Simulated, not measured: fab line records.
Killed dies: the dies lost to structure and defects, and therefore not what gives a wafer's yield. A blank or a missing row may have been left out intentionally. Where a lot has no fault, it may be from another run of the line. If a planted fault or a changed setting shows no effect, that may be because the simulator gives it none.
Matching of chambers + flow n5-finfet + N5_PASSIVATION_STRIP_14 on rie-diel-03 has 3 sister chambers
The step strips in O2. 14 wafers are shown with their chamber, then 5 later ones without.

== EACH WAFER AND ITS CHAMBER ==
| wafer  | chamber | drypump-motor-current-A (A) | showerhead-plenum-p-Torr (Torr) | oes-product-au (a.u.) |
|--------|---------|-----------------------------|---------------------------------|-----------------------|
| L074.3 | 1       | 5.9                         | 2.13                            | 0.91                  |
| L074.4 | 3       | 6.5                         | 2.09                            | 0.71                  |
| L074.5 | 1       | 5.9                         | 2.13                            | 0.92                  |
| L075.1 | 3       | 6.5                         | 2.09                            | 0.70                  |
| L075.4 | 3       | 6.5                         | 2.09                            | 0.69                  |
| L075.5 | 0       | 5.2                         | 2.03                            | 0.86                  |
| L078.1 | 1       | 5.9                         | 2.13                            | 0.90                  |
| L078.4 | 0       | 5.3                         | 2.03                            | 0.84                  |
| L078.6 | 3       | 6.5                         | 2.09                            | 0.70                  |
| L086.3 | 0       | 5.2                         | 2.03                            | 0.84                  |
| L086.5 | 0       | 5.2                         | 2.03                            | 0.84                  |
| L086.6 | 3       | 6.5                         | 2.09                            | 0.68                  |
| L092.3 | 0       | 5.2                         | 2.02                            | 0.82                  |
| L092.5 | 3       | 6.4                         | 2.08                            | 0.70                  |

SIGNATURES (averages over the wafers above)
| reading                  | chamber 0 | chamber 1 | chamber 3 | scatter within a chamber |
|--------------------------|-----------|-----------|-----------|--------------------------|
| drypump-motor-current-A  | 5.220     | 5.900     | 6.483     | 0.0385                   |
| showerhead-plenum-p-Torr | 2.0280    | 2.1300    | 2.0883    | 0.00385                  |
| oes-product-au           | 0.8400    | 0.9100    | 0.6967    | 0.0118                   |
Rule: for each reading, subtract the chamber's mean from the wafer's reading, divide by that reading's scatter and square the result; add these up over the readings and take the root, which gives the wafer's distance from the chamber. The wafer belongs to the nearest chamber; if the next one is less than 2 further off, it can't be placed. The scatter is the square root of a quotient: the sum, over the shown wafers, of each reading's squared deviation from its chamber's mean, divided by wafers minus chambers.

== WAFERS WHOSE CHAMBER IS MISSING ==
| wafer  | drypump-motor-current-A (A) | showerhead-plenum-p-Torr (Torr) | oes-product-au (a.u.) |
|--------|-----------------------------|---------------------------------|-----------------------|
| L092.6 | 5.2                         | 2.02                            | 0.82                  |
| L094.1 | 6.4                         | 2.08                            | 0.68                  |
| L094.3 | 5.9                         | 2.12                            | 0.85                  |
| L094.4 | 5.9                         | 2.12                            | 0.84                  |
| L097.3 | 6.4                         | 2.08                            | 0.67                  |

== WHICH CHAMBER EACH ONE RAN IN ==
| wafer  | from the rows above | in truth |
|--------|---------------------|----------|
| L092.6 | 0                   | 0        |
| L094.1 | 3                   | 3        |
| L094.3 | 1                   | 1        |
| L094.4 | 1                   | 1        |
| L097.3 | 3                   | 3        |
Correctly placed: 5 of 5. From these rows, 0 cannot be placed. 0 placed wrongly.
